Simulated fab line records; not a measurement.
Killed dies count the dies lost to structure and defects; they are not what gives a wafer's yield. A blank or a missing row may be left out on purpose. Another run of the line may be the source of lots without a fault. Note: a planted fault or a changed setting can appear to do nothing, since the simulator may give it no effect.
Which tool did it?	flow n5_finfet	24 lots, 72 wafers sampled, at 4 steps of a route of 1938

WHAT THE GAUGES SHOWED, per wafer
N5_BEOL_M2_THK_MEAS_53: measures by xrf.
lot	measured	on	M2_THK (nm)
L074	day 7 00:01	film_metro-02	41.4 40.5 39.8
L075	day 7 01:47	film_metro-02	40.2 39.7 41.0
L076	day 7 13:33	film_metro-01	41.1 41.0 40.9
L077	day 7 20:05	film_metro-02	40.4 40.6 42.9
L078	day 8 00:55	film_metro-01	39.6 40.5 38.8
L079	day 8 10:13	film_metro-02	40.5 36.8 40.0
L080	day 8 14:09	film_metro-01	41.1 39.6 40.8
L081	day 8 19:04	film_metro-01	37.1 38.7 40.6
L083	day 9 08:08	film_metro-02	38.6 39.9 36.6
L082	day 9 13:43	film_metro-01	37.4 37.8 40.0
L084	day 9 20:56	film_metro-01	41.7 37.6 38.5
L085	day 10 02:03	film_metro-01	38.1 40.9 38.3
L086	day 10 06:18	film_metro-01	38.6 37.7 40.8
L087	day 10 15:49	film_metro-02	39.1 40.6 39.3
L088	day 10 21:32	film_metro-01	40.2 38.9 39.4
L089	day 10 22:39	film_metro-02	40.2 38.5 39.1
L090	day 11 04:12	film_metro-02	37.4 40.2 39.8
L091	day 11 04:26	film_metro-01	36.4 39.0 37.3
L092	day 11 23:23	film_metro-02	38.7 39.5 38.9
L093	day 12 01:52	film_metro-02	40.4 39.5 37.1
L094	day 12 05:59	film_metro-02	38.6 39.1 39.0
L095	day 12 18:31	film_metro-01	40.2 40.6 40.0
L096	day 12 23:56	film_metro-01	39.7 36.4 37.6
L097	day 13 03:08	film_metro-02	37.9 37.1 36.7

EACH LOT AND THE TOOL THAT RAN IT (in order: tool; ch and the chambers of the sampled wafers; start)
lot	N5_BEOL_M2_DEGAS_44	N5_BEOL_M2_SPUTTER_90	N5_BEOL_M2_ANNEAL_95
L074	pvd_sputter-02, day 6 19:05	pvd_sputter-01, day 6 22:30	pvd_sputter-01, day 6 23:01
L075	pvd_sputter-03, day 6 22:32	pvd_sputter-01, day 7 00:20	pvd_sputter-01, day 7 00:52
L076	pvd_sputter-01, day 7 10:15	pvd_sputter-03, day 7 12:06	pvd_sputter-03, day 7 12:37
L077	pvd_sputter-03, day 7 16:49	pvd_sputter-02, day 7 18:38	pvd_sputter-02, day 7 19:09
L078	pvd_sputter-03, day 7 21:23	pvd_sputter-03, day 7 23:12	pvd_sputter-03, day 7 23:43
L079	pvd_sputter-03, day 8 05:17	pvd_sputter-02, day 8 07:05	pvd_sputter-02, day 8 07:36
L080	pvd_sputter-03, day 8 09:22	pvd_sputter-01, day 8 11:16	pvd_sputter-01, day 8 11:47
L081	pvd_sputter-02, day 8 15:17	pvd_sputter-03, day 8 17:00	pvd_sputter-03, day 8 17:31
L083	pvd_sputter-02, day 9 04:28	pvd_sputter-02, day 9 06:16	pvd_sputter-02, day 9 06:47
L082	pvd_sputter-03, day 9 09:44	pvd_sputter-03, day 9 11:34	pvd_sputter-03, day 9 12:05
L084	pvd_sputter-03, day 9 13:25	pvd_sputter-02, day 9 16:24	pvd_sputter-02, day 9 16:55
L085	pvd_sputter-03, day 9 19:22	pvd_sputter-03, day 9 21:08	pvd_sputter-03, day 9 21:40
L086	pvd_sputter-02, day 9 23:55	pvd_sputter-01, day 10 01:34	pvd_sputter-01, day 10 02:05
L087	pvd_sputter-02, day 10 09:20	pvd_sputter-02, day 10 11:25	pvd_sputter-02, day 10 11:56
L088	pvd_sputter-02, day 10 15:23	pvd_sputter-03, day 10 17:10	pvd_sputter-03, day 10 17:41
L089	pvd_sputter-01, day 10 15:50	pvd_sputter-01, day 10 17:35	pvd_sputter-01, day 10 18:06
L090	pvd_sputter-02, day 10 23:14	pvd_sputter-02, day 11 01:07	pvd_sputter-02, day 11 01:38
L091	pvd_sputter-01, day 11 00:23	pvd_sputter-01, day 11 02:26	pvd_sputter-01, day 11 02:57
L092	pvd_sputter-01, day 11 19:31	pvd_sputter-02, day 11 21:26	pvd_sputter-02, day 11 21:58
L093	pvd_sputter-02, day 11 22:42	pvd_sputter-02, day 12 00:25	pvd_sputter-02, day 12 00:56
L094	pvd_sputter-03, day 12 02:22	pvd_sputter-02, day 12 04:32	pvd_sputter-02, day 12 05:04
L095	pvd_sputter-03, day 12 15:03	pvd_sputter-02, day 12 17:04	pvd_sputter-02, day 12 17:35
L096	pvd_sputter-03, day 12 20:08	pvd_sputter-03, day 12 22:29	pvd_sputter-03, day 12 23:01
L097	pvd_sputter-01, day 12 23:35	pvd_sputter-03, day 13 01:42	pvd_sputter-03, day 13 02:13
- N5_BEOL_M2_DEGAS_44: time 60 s.
- N5_BEOL_M2_SPUTTER_90: material Cu, target thk 4.5 nm, time 8.29 s.
- N5_BEOL_M2_ANNEAL_95: time 240 s.

AS READ BY THE TOOLS THEMSELVES (means over the sampled wafers that have a number; for cases with no such wafer, the mark the record gives instead)
N5_BEOL_M2_DEGAS_44.
lot	tool	heater_power_w (W)
L074	pvd_sputter-02	311
L075	pvd_sputter-03	344
L076	pvd_sputter-01	371
L077	pvd_sputter-03	354
L078	pvd_sputter-03	364
L079	pvd_sputter-03	348
L080	pvd_sputter-03	342
L081	pvd_sputter-02	354
L083	pvd_sputter-02	284
L082	pvd_sputter-03	348
L084	pvd_sputter-03	362
L085	pvd_sputter-03	355
L086	pvd_sputter-02	305
L087	pvd_sputter-02	328
L088	pvd_sputter-02	313
L089	pvd_sputter-01	341
L090	pvd_sputter-02	335
L091	pvd_sputter-01	339
L092	pvd_sputter-01	353
L093	pvd_sputter-02	316
L094	pvd_sputter-03	347
L095	pvd_sputter-03	346
L096	pvd_sputter-03	346
L097	pvd_sputter-01	339

N5_BEOL_M2_SPUTTER_90.
lot	tool	throttle_valve_pct (%)
L074	pvd_sputter-01	29.7
L075	pvd_sputter-01	29.0
L076	pvd_sputter-03	30.0
L077	pvd_sputter-02	29.6
L078	pvd_sputter-03	29.0
L079	pvd_sputter-02	29.6
L080	pvd_sputter-01	29.7
L081	pvd_sputter-03	29.0
L083	pvd_sputter-02	29.7
L082	pvd_sputter-03	30.1
L084	pvd_sputter-02	30.7
L085	pvd_sputter-03	30.0
L086	pvd_sputter-01	29.6
L087	pvd_sputter-02	30.3
L088	pvd_sputter-03	30.3
L089	pvd_sputter-01	30.9
L090	pvd_sputter-02	30.4
L091	pvd_sputter-01	29.9
L092	pvd_sputter-02	30.2
L093	pvd_sputter-02	30.6
L094	pvd_sputter-02	29.0
L095	pvd_sputter-02	30.7
L096	pvd_sputter-03	30.1
L097	pvd_sputter-03	30.0

N5_BEOL_M2_ANNEAL_95.
lot	tool	heater_power_w (W)	susceptor_temp_C_max
L074	pvd_sputter-01	932	401.1
L075	pvd_sputter-01	926	401.2
L076	pvd_sputter-03	868	400.8
L077	pvd_sputter-02	776	401.1
L078	pvd_sputter-03	847	400.9
L079	pvd_sputter-02	775	401.0
L080	pvd_sputter-01	846	401.0
L081	pvd_sputter-03	867	400.8
L083	pvd_sputter-02	781	401.3
L082	pvd_sputter-03	862	400.9
L084	pvd_sputter-02	814	401.1
L085	pvd_sputter-03	857	400.9
L086	pvd_sputter-01	837	401.0
L087	pvd_sputter-02	777	400.9
L088	pvd_sputter-03	902	400.8
L089	pvd_sputter-01	887	401.4
L090	pvd_sputter-02	832	401.0
L091	pvd_sputter-01	933	401.0
L092	pvd_sputter-02	783	400.9
L093	pvd_sputter-02	813	400.9
L094	pvd_sputter-02	701	400.7
L095	pvd_sputter-02	828	400.9
L096	pvd_sputter-03	898	400.7
L097	pvd_sputter-03	851	400.8

THE ANSWER, worked out from the rows above alone
Rule: usual is defined by the lots themselves. The widest of any qualifying gaps counts: lots, ordered by their means at a reading, are off when they make up no more than a third of the lots, leave a main group of 4 or more, and stand apart from it by 3 or more times the standard deviation of that group's means. A main group whose means are all the same, to the digits that the tables above print for the reading, isn't used. Also off: a lot with no number at a reading for which 4 or more lots have one. The other lots that the step has rows for count as sound. The gauges are gone through in route order, then the tools' own readings, and for those a lot's mean is taken as printed above. At the first step where some lot is off, the reading lying furthest off is the one used; lots without a number count as furthest.
Nothing can be told from this: no lot is off at any reading shown.

WHAT THE SIMULATOR HAD INSERTED
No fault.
